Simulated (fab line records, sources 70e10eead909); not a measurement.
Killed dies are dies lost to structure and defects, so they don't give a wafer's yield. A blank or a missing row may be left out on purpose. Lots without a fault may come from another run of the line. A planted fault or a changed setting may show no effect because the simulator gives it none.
Chamber matching | flow nand_harc | NHARC_A_STAIRCASE_ETCH_444 on rie_diel-07: 4 sister chambers
The step etches the open film in C4F8/O2, target depth 20400 nm, time 6800 s. 8 wafers are shown with their chamber, then 12 later ones without.

WAFERS WITH THEIR CHAMBER
wafer  | chamber | rf_vpp_V (V) | oes_product_au (a.u.)
L082.6 | 1       | 807          | 0.977
L086.4 | 1       | 806          | 0.929
L088.3 | 0       | 805          | 0.957
L088.6 | 0       | 806          | 0.958
L089.3 | 3       | 806          | 0.915
L090.4 | 2       | 800          | 0.925
L090.5 | 3       | 804          | 0.926
L090.6 | 2       | 799          | 0.922

WAFERS WITHOUT THEIR CHAMBER
wafer  | rf_vpp_V (V) | oes_product_au (a.u.)
L093.1 | 802          | 0.916
L093.5 | 805          | 0.929
L093.6 | 806          | 0.923
L094.1 | 806          | 0.925
L094.3 | 800          | 0.919
L094.6 | 802          | 0.921
L095.4 | 805          | 0.923
L095.1 | 799          | 0.934
L095.5 | 803          | 0.941
L096.2 | 802          | 0.928
L096.4 | 804          | 0.926
L096.5 | 806          | 0.924

WHICH CHAMBER EACH WENT THROUGH
wafer  | from the rows above               | in truth
L093.1 | can't be placed: 2 or 3 or 0      | 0
L093.5 | can't be placed: 3 or 0 or 1      | 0
L093.6 | can't be placed: 3 or 1 or 0      | 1
L094.1 | can't be placed: 3 or 1 or 0      | 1
L094.3 | 2                                 | 2
L094.6 | can't be placed: 2 or 3 or 0      | 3
L095.4 | can't be placed: 3 or 0           | 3
L095.1 | 2                                 | 2
L095.5 | can't be placed: 3 or 0 or 1 or 2 | 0
L096.2 | can't be placed: 2 or 3 or 0      | 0
L096.4 | can't be placed: 3 or 0 or 1      | 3
L096.5 | can't be placed: 3 or 1 or 0      | 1
Placed correctly: 2 of 12. Can't be placed from these rows: 10 (the true chamber is among the candidates in 10). Placed wrongly: 0.
How it was worked out, from the rows above alone: a wafer's distance from a chamber is the root of the sum, over the readings, of the square of ((its reading less the chamber's mean) divided by the reading's scatter). The wafer belongs to the nearest chamber; if the next one is less than 2 further off, it can't be placed. A chamber's mean is the mean of its shown wafers. The scatter: the root of (the sum of the squares of (reading less its chamber's mean) over the shown wafers, divided by (wafers less chambers)).
